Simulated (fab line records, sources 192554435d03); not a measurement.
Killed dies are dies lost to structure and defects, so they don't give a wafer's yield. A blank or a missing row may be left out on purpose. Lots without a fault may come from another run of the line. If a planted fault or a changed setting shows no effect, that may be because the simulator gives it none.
Matching of chambers | flow n5-finfet | 4 sister chambers for N5_BEOL_M2_ETCH_69 on rie-diel-05
The step etches SiARC in CF4, target depth 15.6 nm, time 26 s. 8 wafers are shown with their chamber, then 8 later ones without.

## EACH WAFER AND ITS CHAMBER
wafer  | chamber | showerhead-plenum-p-Torr (Torr) | throttle-valve-pct (%)
L076.3 | 1       | 2.25                            | 15.34
L076.6 | 0       | 2.10                            | 15.71
L079.5 | 2       | 2.22                            | 15.67
L079.6 | 1       | 2.25                            | 15.35
L081.2 | 0       | 2.10                            | 15.73
L081.4 | 2       | 2.22                            | 15.65
L081.6 | 3       | 2.11                            | 15.45
L085.2 | 3       | 2.10                            | 15.48

## WAFERS WHOSE CHAMBER IS MISSING
wafer  | showerhead-plenum-p-Torr (Torr) | throttle-valve-pct (%)
L085.4 | 2.22                            | 15.67
L085.5 | 2.10                            | 15.46
L086.3 | 2.10                            | 15.75
L086.4 | 2.22                            | 15.68
L086.5 | 2.10                            | 15.74
L092.1 | 2.09                            | 15.76
L092.4 | 2.24                            | 15.37
L092.5 | 2.24                            | 15.37

## WHICH CHAMBER EACH WENT THROUGH
wafer  | from the rows above | in truth
L085.4 | 2                   | 2
L085.5 | 3                   | 3
L086.3 | 0                   | 0
L086.4 | 2                   | 2
L086.5 | 0                   | 0
L092.1 | 0                   | 0
L092.4 | 1                   | 1
L092.5 | 1                   | 1
Placed correctly: 8 of 8. Number that these rows cannot place: 0. Number placed wrongly: 0.
How it was worked out, from the rows above alone: a wafer's distance from a chamber is the root of the sum, over the readings, of the square of ((its reading less the chamber's mean) divided by the reading's scatter). The wafer belongs to the nearest chamber; if the next one is less than 2 further off, it can't be placed. For every chamber, the mean is computed from those of its wafers that are shown. The scatter is the square root of a quotient: the sum, over the shown wafers, of each reading's squared deviation from its chamber's mean, divided by wafers minus chambers.
